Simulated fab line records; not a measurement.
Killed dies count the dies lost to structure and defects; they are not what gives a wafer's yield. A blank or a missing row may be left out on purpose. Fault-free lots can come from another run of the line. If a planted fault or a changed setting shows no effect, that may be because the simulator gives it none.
Split-lot experiment || flow n5 finfet || 7 lots, 21 wafers read, on a route of 1938 steps

== THE SPLIT ==
At N5_BEOL_M7_VIA_ETCH_34 (etches SiCOH lowk in C4F6/O2, target depth 125.5 nm, time 50.5 s), the setting source w was moved away from the recipe's 345 W on 11 of the 21 wafers read, by -11.0% to +11.4%. For the rest of the wafers, this setting stayed at what the recipe calls for.

The split's own step is where the reading is taken.

== THE READING ==
rf vpp V, in V, at N5_BEOL_M7_VIA_ETCH_34 (etches SiCOH lowk in C4F6/O2, target depth 125.5 nm, time 50.5 s). On this fab line, fault-free wafers typically give 661 V with a standard deviation of 10 V.

{"wafer": "L076.4", "tool, chamber at the split": "rie diel-01, 3", "source w as run, W": 345, "against the recipe": "recipe", "rf vpp V, V": 664, "against lot-mates on the recipe": "-"}
{"wafer": "L076.5", "tool, chamber at the split": "rie diel-01, 3", "source w as run, W": 345, "against the recipe": "recipe", "rf vpp V, V": 665, "against lot-mates on the recipe": "-"}
{"wafer": "L076.6", "tool, chamber at the split": "rie diel-01, 2", "source w as run, W": 345, "against the recipe": "recipe", "rf vpp V, V": 648, "against lot-mates on the recipe": "-"}
{"wafer": "L077.1", "tool, chamber at the split": "rie diel-04, 2", "source w as run, W": 307.2, "against the recipe": "-11.0%", "rf vpp V, V": 702, "against lot-mates on the recipe": "no lot-mate on the recipe"}
{"wafer": "L077.2", "tool, chamber at the split": "rie diel-04, 0", "source w as run, W": 307.2, "against the recipe": "-11.0%", "rf vpp V, V": 713, "against lot-mates on the recipe": "no lot-mate on the recipe"}
{"wafer": "L077.6", "tool, chamber at the split": "rie diel-04, 3", "source w as run, W": 307.2, "against the recipe": "-11.0%", "rf vpp V, V": 713, "against lot-mates on the recipe": "no lot-mate on the recipe"}
{"wafer": "L084.1", "tool, chamber at the split": "rie diel-01, 3", "source w as run, W": 375.9, "against the recipe": "+9.0%", "rf vpp V, V": 635, "against lot-mates on the recipe": -40}
{"wafer": "L084.2", "tool, chamber at the split": "rie diel-01, 1", "source w as run, W": 345, "against the recipe": "recipe", "rf vpp V, V": 675, "against lot-mates on the recipe": "-"}
{"wafer": "L084.3", "tool, chamber at the split": "rie diel-01, 2", "source w as run, W": 375.9, "against the recipe": "+9.0%", "rf vpp V, V": 620, "against lot-mates on the recipe": -55}
{"wafer": "L085.3", "tool, chamber at the split": "rie diel-01, 1", "source w as run, W": 345, "against the recipe": "recipe", "rf vpp V, V": 676, "against lot-mates on the recipe": "-"}
{"wafer": "L085.5", "tool, chamber at the split": "rie diel-01, 3", "source w as run, W": 345, "against the recipe": "recipe", "rf vpp V, V": 663, "against lot-mates on the recipe": "-"}
{"wafer": "L085.6", "tool, chamber at the split": "rie diel-01, 2", "source w as run, W": 345, "against the recipe": "recipe", "rf vpp V, V": 648, "against lot-mates on the recipe": "-"}
{"wafer": "L090.1", "tool, chamber at the split": "rie diel-01, 0", "source w as run, W": 317.6, "against the recipe": "-7.9%", "rf vpp V, V": 672, "against lot-mates on the recipe": "+22"}
{"wafer": "L090.2", "tool, chamber at the split": "rie diel-01, 2", "source w as run, W": 345, "against the recipe": "recipe", "rf vpp V, V": 650, "against lot-mates on the recipe": "-"}
{"wafer": "L090.4", "tool, chamber at the split": "rie diel-01, 1", "source w as run, W": 317.6, "against the recipe": "-7.9%", "rf vpp V, V": 703, "against lot-mates on the recipe": "+53"}
{"wafer": "L093.3", "tool, chamber at the split": "rie diel-01, 0", "source w as run, W": 345, "against the recipe": "recipe", "rf vpp V, V": 645, "against lot-mates on the recipe": "-"}
{"wafer": "L093.5", "tool, chamber at the split": "rie diel-01, 3", "source w as run, W": 307.8, "against the recipe": "-10.8%", "rf vpp V, V": 703, "against lot-mates on the recipe": "+58"}
{"wafer": "L093.6", "tool, chamber at the split": "rie diel-01, 2", "source w as run, W": 307.8, "against the recipe": "-10.8%", "rf vpp V, V": 686, "against lot-mates on the recipe": "+41"}
{"wafer": "L097.1", "tool, chamber at the split": "rie diel-04, 0", "source w as run, W": 384.5, "against the recipe": "+11.4%", "rf vpp V, V": 634, "against lot-mates on the recipe": -39}
{"wafer": "L097.2", "tool, chamber at the split": "rie diel-04, 1", "source w as run, W": 345, "against the recipe": "recipe", "rf vpp V, V": 673, "against lot-mates on the recipe": "-"}
{"wafer": "L097.5", "tool, chamber at the split": "rie diel-04, 1", "source w as run, W": 384.5, "against the recipe": "+11.4%", "rf vpp V, V": 640, "against lot-mates on the recipe": -33}

THE FIT
A straight line over all 21 wafers: rf vpp V changes by -3.34 V for each +1% of source w; r = -0.90; the points scatter about the line by 12 V.
The same after taking each lot's own level away (the mean of its wafers on the recipe; 18 wafers): -4.28 V for each +1%; r = -0.94; scatter 11 V.
According to that fit, moving source w by its largest amount changes the reading by 49 V.
The lots' own levels span 645.0 to 675.0 V, that is 3.0 times the standard deviation above.
Thus the slope moves with the lot-to-lot level: the two fits are different.
Check: for one of the wafers moved furthest among these (+11.4%), held out of the fit, the line's prediction against its lot-mates is -50.2 V. Against them it came out at -39 V.
Tool readings at the split's step, against how far the setting was moved: rf vpp V r = -0.90.

== FURTHER SPLITS ON THESE WAFERS ==
Other splits were also applied to these wafers ahead of the reading. Each is held against what the fit with the lots' levels taken away leaves over:
{"other split on the same wafers": "N5_BEOL_M6_HM_DEP_02 target thk a", "wafers away from the commonest value": 5, "r with rf vpp V (lot level and that fit taken away)": -0.13}
{"other split on the same wafers": "N5_BEOL_M7_PECVD_70 temp c", "wafers away from the commonest value": 7, "r with rf vpp V (lot level and that fit taken away)": "+0.23"}
{"other split on the same wafers": "N5_BEOL_M7_EXPOSE_25 dose mj", "wafers away from the commonest value": 5, "r with rf vpp V (lot level and that fit taken away)": "+0.66"}

== FILE'S OWN FIT ==
rf vpp V changes by -4.3 V for each +1% of source w, r = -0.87.
